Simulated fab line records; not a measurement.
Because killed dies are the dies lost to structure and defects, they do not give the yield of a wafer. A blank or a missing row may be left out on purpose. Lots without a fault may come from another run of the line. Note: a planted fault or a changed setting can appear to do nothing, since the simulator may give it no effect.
fab line records    flow n5-finfet
record: lots: 11  wafers: 33  last-day: 19
route steps=1938 shown BEOL_M11@1540
lots that met no fault: taken from a fault-free run of the same line
start-h: start of the lot's first displayed wafer, in hours after the record's first day    wait-h: time in hours since the lot's previous step    " the same as in the row above    L1.1+2: several wafers, shown together as one row    - value missing, or start not given    * or withheld: withheld    < > ~ a bound
route shown NAME@n: a module of which the file shows steps, and the number in the route of the first    usual: the fault-free wafers' mean and standard deviation    same: alike in all rows    chamber/n: place in a boat    sites: the reading at each site    _std_site: the standard deviation of these    _edge_site: inner sites' mean taken away from outer sites' mean    radius-mm: how far each site lies from the wafer's centre    mask NAME#n: copy n    behind: tool/chamber where the wafer was last shaped    hold: what put the lot on hold/how long, in hours/how the hold closed    device: transistor that didn't switch, given as n, p or np    end of line: the route-end tests of the same wafers    step lacking rows: just its recipe    killed: dies lost to structure and defects at the first sort, not the wafer's yield    map: per-die view of a wafer (x killed, . not killed, _ where there is no die)
set.NAME: the setting the step ran with; set.NAME@STEP: the setting that earlier step ran with    model.NAME: the simulator's own value behind a step, which no gauge read
one table for each step of the route and one row for each wafer, over a sample of lots
services: when a tool's chamber went out of use (start-h, in hours from the record's first day, below 0 if earlier), for how many hours, and the reason
== steps ==
step: N5_BEOL_M11_HM_DEP_02
recipe: material: TiN  target-thk-a: 200  temp-c: 25  chamber-pressure-pa: 0.49996
usual: throttle-valve-pct: 29.7/1.1
lot.wafer  tool            chamber  start-h  wait-h  throttle-valve-pct
L282.1     pvd-sputter-01  -        250.65   1.7     28.6
L282.3     "               -        "        "       28.3
L282.5     "               -        "        "       28.9
L285.2     pvd-sputter-01  -        258.83   0.2     30.0
L285.5     "               -        "        "       30.5
L285.6     "               -        "        "       29.5
L284.1     pvd-sputter-03  -        259.27   0.1     32.2
L284.2     "               -        "        "       28.9
L284.4     "               -        "        "       31.1
L293.2     pvd-sputter-01  -        313.08   2.5     29.9
L293.3     "               -        "        "       28.3
L293.4     "               -        "        "       30.4
L294.2     pvd-sputter-02  -        347.48   0.9     28.5
L294.3     "               -        "        "       30.3
L294.4     "               -        "        "       30.1
L297.2     pvd-sputter-01  -        354.41   0.7     28.2
L297.3     "               -        "        "       28.8
L297.5     "               -        "        "       30.1
L291.3     pvd-sputter-01  -        357.59   0.0     28.3
L291.4     "               -        "        "       29.8
L291.5     "               -        "        "       28.1
L295.1     pvd-sputter-01  -        365.95   1.5     28.2
L295.4     "               -        "        "       30.2
L295.6     "               -        "        "       28.1
L300.1     pvd-sputter-03  -        391.71   0.8     30.8
L300.2     "               -        "        "       32.1
L300.6     "               -        "        "       28.8
L302.1     pvd-sputter-01  -        396.45   0.7     29.7
L302.2     "               -        "        "       28.9
L302.3     "               -        "        "       27.9
L303.4     pvd-sputter-02  -        407.59   1.8     31.3
L303.5     "               -        "        "       31.3
L303.6     "               -        "        "       30.3
step: N5_BEOL_M11_STRIP_19
recipe: chemistry: O2  power-w: 400  temp-c: 40  pressure-mtorr: 30  rf-frequency-hz: 6e+07  bias-power-w: 0  overash-fraction: 0.2  o2-flow-sccm: 225
usual: drypump-motor-current-A: 5.6/0.46  oes-product-au: 0.80/0.085  rf-vpp-V: 3.6/0.57  showerhead-plenum-p-Torr: 2.10/0.082  throttle-valve-pct: 16.69/0.22
lot.wafer  tool         chamber  start-h  wait-h  drypump-motor-current-A  oes-product-au  rf-hours-counter-h  rf-vpp-V  showerhead-plenum-p-Torr  throttle-valve-pct
L282.1     rie-diel-03  2        251.64   0.1     5.3                      0.96            4                   3.8       2.24                      16.56
L282.3     "            3        "        "       5.5                      0.88            38                  3.0       2.23                      16.49
L282.5     "            0        "        "       4.8                      0.82            -                   4.0       2.04                      16.49
L285.2     rie-diel-03  3        260.40   0.1     5.5                      0.87            41                  3.9       2.23                      16.49
L285.5     "            2        "        "       5.3                      0.97            -                   2.8       2.24                      16.54
L285.6     "            1        "        "       6.0                      0.70            -                   2.9       2.15                      16.84
L284.1     rie-diel-03  0        260.54   0.1     4.8                      0.81            67                  3.3       2.04                      16.47
L284.2     "            3        "        "       5.5                      0.88            41                  3.2       2.23                      16.48
L284.4     "            0        "        "       4.7                      0.82            -                   2.9       2.04                      16.48
L293.2     rie-diel-02  0        314.08   0.1     5.7                      0.85            62                  4.0       2.05                      16.63
L293.3     "            3        "        "       5.8                      0.75            133                 3.0       2.01                      17.04
L293.4     "            2        "        "       6.1                      0.72            206                 3.1       2.18                      16.88
L294.2     rie-diel-06  0        348.35   0.1     5.2                      0.87            53                  4.0       2.05                      16.52
L294.3     "            2        "        "       6.5                      0.72            200                 3.8       2.00                      16.60
L294.4     "            0        "        "       5.2                      0.86            -                   2.7       2.05                      16.51
L297.2     rie-diel-03  3        355.38   0.1     5.5                      0.84            69                  2.5       2.22                      16.53
L297.3     "            0        "        "       4.8                      0.78            96                  4.7       2.03                      16.54
L297.5     "            0        "        "       4.7                      0.78            -                   4.0       2.03                      16.55
L291.3     rie-diel-06  2        358.67   0.1     6.5                      0.72            204                 4.0       2.00                      16.63
L291.4     "            2        "        "       6.5                      0.72            -                   3.9       2.00                      16.63
L291.5     "            3        "        "       5.5                      0.67            -                   3.8       2.05                      17.00
L295.1     rie-diel-02  1        366.92   0.1     6.2                      0.84            64                  3.6       2.13                      16.49
L295.4     "            3        "        "       5.8                      0.73            147                 3.6       2.01                      17.09
L295.6     "            3        "        "       5.8                      0.73            -                   3.0       2.01                      17.08
L300.1     rie-diel-03  3        393.24   0.1     5.5                      0.83            80                  3.8       2.22                      16.57
L300.2     "            0        "        "       4.7                      0.77            108                 3.8       2.03                      16.56
L300.6     "            0        "        "       4.7                      0.77            -                   2.7       2.03                      16.57
L302.1     rie-diel-03  0        398.51   0.2     4.8                      0.75            111                 3.8       2.03                      16.57
L302.2     "            1        "        "       6.0                      0.93            23                  3.8       2.14                      16.43
L302.3     "            3        "        "       5.5                      0.82            84                  3.8       2.21                      16.59
L303.4     rie-diel-02  0        408.69   0.2     5.6                      0.82            91                  3.9       2.04                      16.68
L303.5     "            3        "        "       5.8                      0.72            -                   3.7       2.00                      17.10
L303.6     "            2        "        "       6.0                      0.69            -                   4.6       2.17                      16.93
step: N5_BEOL_M11_COAT_22
recipe: resist: CAR-ArF  spin-rpm: 1500  resist-thk-nm: 90
usual: dispense-pressure-kPa: 52/4.8  spin-speed-rpm: 1500.0/1.1
lot.wafer  tool            chamber  start-h  wait-h  dispense-pressure-kPa  spin-speed-rpm
L282.1     litho-track-02  0        254.33   -       52                     1502.4
L282.3     "               0        "        "       52                     1499.8
L282.5     "               0        "        "       52                     1500.8
L285.2     litho-track-02  0        261.00   -       52                     1501.9
L285.5     "               0        "        "       52                     1498.9
L285.6     "               0        "        "       52                     1497.6
L284.1     litho-track-05  0        261.01   -       56                     1499.3
L284.2     "               0        "        "       56                     1500.0
L284.4     "               0        "        "       56                     1500.4
L293.2     litho-track-05  0        315.20   -       56                     1501.4
L293.3     "               0        "        "       56                     1498.9
L293.4     "               0        "        "       56                     1501.0
L294.2     litho-track-01  0        349.33   -       44                     1498.9
L294.3     "               0        "        "       44                     1501.8
L294.4     "               0        "        "       44                     1500.5
L297.2     litho-track-01  0        355.51   -       44                     1498.5
L297.3     "               0        "        "       44                     1499.3
L297.5     "               0        "        "       44                     1498.9
L291.3     litho-track-05  0        360.45   -       56                     1499.6
L291.4     "               0        "        "       56                     1499.1
L291.5     "               0        "        "       56                     1500.8
L295.1     litho-track-05  0        367.15   -       56                     1499.9
L295.4     "               0        "        "       56                     1499.8
L295.6     "               0        "        "       56                     1499.7
L300.1     litho-track-05  0        394.27   -       56                     1304.8
L300.2     "               0        "        "       56                     1304.8
L300.6     "               0        "        "       56                     1306.2
L302.1     litho-track-01  0        401.22   -       44                     1501.1
L302.2     "               0        "        "       44                     1500.3
L302.3     "               0        "        "       44                     1501.2
L303.4     litho-track-05  0        411.43   -       56                     1305.0
L303.5     "               0        "        "       56                     1305.0
L303.6     "               0        "        "       56                     1304.9
step: N5_BEOL_M11_INSPECT_30
recipe: mode: adi  inspect-instrument: brightfield
usual: raw-defect-count: 417/85
lot.wafer  tool               chamber  start-h  wait-h  raw-defect-count
L282.1     defect-inspect-01  -        254.75   0.0     435
L282.3     "                  -        "        "       403
L282.5     "                  -        "        "       365
L285.2     defect-inspect-02  -        261.30   0.0     473
L285.5     "                  -        "        "       485
L285.6     "                  -        "        "       545
L284.1     defect-inspect-02  -        261.47   0.0     472
L284.2     "                  -        "        "       497
L284.4     "                  -        "        "       475
L293.2     defect-inspect-01  -        315.62   0.0     391
L293.3     "                  -        "        "       541
L293.4     "                  -        "        "       535
L294.2     defect-inspect-01  -        349.63   0.0     343
L294.3     "                  -        "        "       364
L294.4     "                  -        "        "       393
L297.2     defect-inspect-02  -        355.93   0.0     375
L297.3     "                  -        "        "       451
L297.5     "                  -        "        "       309
L291.3     defect-inspect-01  -        360.75   0.0     283
L291.4     "                  -        "        "       340
L291.5     "                  -        "        "       436
L295.1     defect-inspect-02  -        367.57   0.0     300
L295.4     "                  -        "        "       285
L295.6     "                  -        "        "       341
L300.1     defect-inspect-02  -        394.69   0.0     469
L300.2     "                  -        "        "       479
L300.6     "                  -        "        "       451
L302.1     defect-inspect-01  -        401.65   0.0     487
L302.2     "                  -        "        "       319
L302.3     "                  -        "        "       474
L303.4     defect-inspect-02  -        411.73   0.0     374
L303.5     "                  -        "        "       551
L303.6     "                  -        "        "       432
== services ==
tool            chamber  start-h  hours  kind
rie-diel-06     3        252.54   2.8    repair
rie-diel-03     1        260.48   6.6    repair
pvd-sputter-02  -        265.13   12.8   repair
litho-track-02  -        267.81   -      consumable-replace:filter
rie-diel-03     1        280.85   -      clean
rie-diel-03     1        280.85   -      consumable-replace:focus-ring
rie-diel-03     1        280.85   20.3   scheduled-down
rie-diel-03     1        280.85   20.3   vent-cycle
rie-diel-03     3        318.68   3.2    repair
rie-diel-06     3        326.10   3.0    repair
rie-diel-06     1        356.46   -      clean
rie-diel-06     1        356.46   -      consumable-replace:focus-ring
rie-diel-06     1        356.46   29.5   scheduled-down
rie-diel-06     1        356.46   29.5   vent-cycle
pvd-sputter-03  -        361.72   2.7    repair
litho-track-01  -        371.14   -      consumable-replace:filter
rie-diel-03     2        381.01   1.2    repair
rie-diel-02     -        383.04   0.7    repair
rie-diel-06     -        385.21   14.6   pm
rie-diel-03     1        388.62   8.8    repair
rie-diel-06     3        399.81   -      clean
rie-diel-06     3        399.81   -      consumable-replace:focus-ring
rie-diel-06     3        399.81   20.3   scheduled-down
rie-diel-06     3        399.81   20.3   vent-cycle
== key ==
first-sign: step: N5_BEOL_M11_COAT_22  reading: spin-speed-rpm  direction: down  sigmas: 99+  usual: *  struck: *
effect none on later readings
met-at N5_BEOL_M11_COAT_22
struck-lots L300,L303
not-acting-at N5_BEOL_M11_HM_DEP_02,N5_BEOL_M11_STRIP_19,N5_BEOL_M11_INSPECT_30
onset-between 367.15 394.27
fault: kind: process-parameter-drift  tool: litho-track-05  chamber: -  onset-h: 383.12  steps: N5_BEOL_M11_COAT_22  channel: spin-rpm  offset: *  shape: step  end-h: 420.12  acts-in: *  stated: *
